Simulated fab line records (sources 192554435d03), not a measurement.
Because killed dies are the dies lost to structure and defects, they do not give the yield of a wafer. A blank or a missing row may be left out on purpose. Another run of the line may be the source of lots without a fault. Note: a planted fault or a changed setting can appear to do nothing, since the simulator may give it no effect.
Matching of chambers || flow n5_finfet || rie_diel-06 running N5_BEOL_M9_VIA_ETCH_34: 4 sister chambers
The step etches SiCOH lowk in C4F6/O2, target depth 182.4 nm, time 68.4 s. 4 wafers are shown with their chamber, then 12 later ones without.

WAFERS, EACH WITH ITS CHAMBER
{"wafer": "L087.5", "chamber": 2, "drypump_motor_current_A (A)": 4.9}
{"wafer": "L089.1", "chamber": 1, "drypump_motor_current_A (A)": 6.0}
{"wafer": "L089.2", "chamber": 3, "drypump_motor_current_A (A)": 6.8}
{"wafer": "L089.3", "chamber": 0, "drypump_motor_current_A (A)": 6.1}

WAFERS WITHOUT THEIR CHAMBER
{"wafer": "L091.1", "drypump_motor_current_A (A)": 6.0}
{"wafer": "L091.5", "drypump_motor_current_A (A)": 6.1}
{"wafer": "L091.6", "drypump_motor_current_A (A)": 6.0}
{"wafer": "L092.3", "drypump_motor_current_A (A)": 6.0}
{"wafer": "L092.4", "drypump_motor_current_A (A)": 4.9}
{"wafer": "L092.5", "drypump_motor_current_A (A)": 6.1}
{"wafer": "L093.1", "drypump_motor_current_A (A)": 6.1}
{"wafer": "L093.2", "drypump_motor_current_A (A)": 4.9}
{"wafer": "L093.5", "drypump_motor_current_A (A)": 6.0}
{"wafer": "L096.2", "drypump_motor_current_A (A)": 6.8}
{"wafer": "L096.3", "drypump_motor_current_A (A)": 6.1}
{"wafer": "L096.6", "drypump_motor_current_A (A)": 5.9}

WHICH CHAMBER EACH ONE RAN IN
{"wafer": "L091.1", "from the rows above": 1, "in truth": 1}
{"wafer": "L091.5", "from the rows above": 0, "in truth": 0}
{"wafer": "L091.6", "from the rows above": 1, "in truth": 1}
{"wafer": "L092.3", "from the rows above": 1, "in truth": 1}
{"wafer": "L092.4", "from the rows above": 2, "in truth": 2}
{"wafer": "L092.5", "from the rows above": 0, "in truth": 0}
{"wafer": "L093.1", "from the rows above": 0, "in truth": 0}
{"wafer": "L093.2", "from the rows above": 2, "in truth": 2}
{"wafer": "L093.5", "from the rows above": 1, "in truth": 1}
{"wafer": "L096.2", "from the rows above": 3, "in truth": 3}
{"wafer": "L096.3", "from the rows above": 0, "in truth": 0}
{"wafer": "L096.6", "from the rows above": 1, "in truth": 1}
Correctly placed: 12 of 12. Not placeable from these rows: 0. Number placed wrongly: 0.
How it was worked out, from the rows above alone: a wafer's distance from a chamber is the root of the sum, over the readings, of the square of ((its reading less the chamber's mean) divided by the reading's scatter). If the next closest chamber is less than 2 further off than the closest, the wafer can't be placed; otherwise it belongs to the closest. The mean given for a chamber averages the wafers shown for that chamber. The scatter (one wafer shown for each chamber): square how far every hidden wafer sits from the nearest shown wafer, average those squares and take the square root.
